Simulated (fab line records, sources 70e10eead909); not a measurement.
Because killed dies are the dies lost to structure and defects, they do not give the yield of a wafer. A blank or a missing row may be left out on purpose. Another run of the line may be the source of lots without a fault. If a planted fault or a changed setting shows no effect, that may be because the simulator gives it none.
Chamber matching :: flow nand harc :: 4 sister chambers for NHARC_A_SGD_CUT_CMP_21 on cmp-04
The step polishes, target thk 148.19 nm. 4 wafers are shown with their chamber, then 7 later ones without.

## WAFERS, EACH WITH ITS CHAMBER
wafer: L081.3
chamber: 2
motor current A (A): 10.1

wafer: L083.2
chamber: 1
motor current A (A): 12.2

wafer: L087.1
chamber: 3
motor current A (A): 11.6

wafer: L087.3
chamber: 0
motor current A (A): 12.8

## WAFERS MISSING THEIR CHAMBER
wafer: L087.5
motor current A (A): 11.9

wafer: L093.4
motor current A (A): 10.3

wafer: L093.5
motor current A (A): 12.7

wafer: L093.6
motor current A (A): 11.6

wafer: L096.3
motor current A (A): 11.4

wafer: L096.5
motor current A (A): 10.7

wafer: L096.6
motor current A (A): 11.7

## CHAMBER TAKEN BY EACH
wafer: L087.5
from the rows above: can't be placed: 1 or 3
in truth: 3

wafer: L093.4
from the rows above: 2
in truth: 2

wafer: L093.5
from the rows above: can't be placed: 0 or 1
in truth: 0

wafer: L093.6
from the rows above: 3
in truth: 3

wafer: L096.3
from the rows above: 3
in truth: 3

wafer: L096.5
from the rows above: can't be placed: 2 or 3
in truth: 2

wafer: L096.6
from the rows above: can't be placed: 3 or 1
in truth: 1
3 of 7 placed correctly. Cannot be placed on the basis of these rows: 4; the candidates contain the true chamber in 4. 0 placed wrongly.
How it was worked out, from the rows above alone: a wafer's distance from a chamber is the root of the sum, over the readings, of the square of ((its reading less the chamber's mean) divided by the reading's scatter). The wafer belongs to the nearest chamber; if the next one is less than 2 further off, it can't be placed. For every chamber, the mean is computed from those of its wafers that are shown. The scatter: root of mean squared gap, hidden wafer to nearest shown wafer, with one shown wafer a chamber.
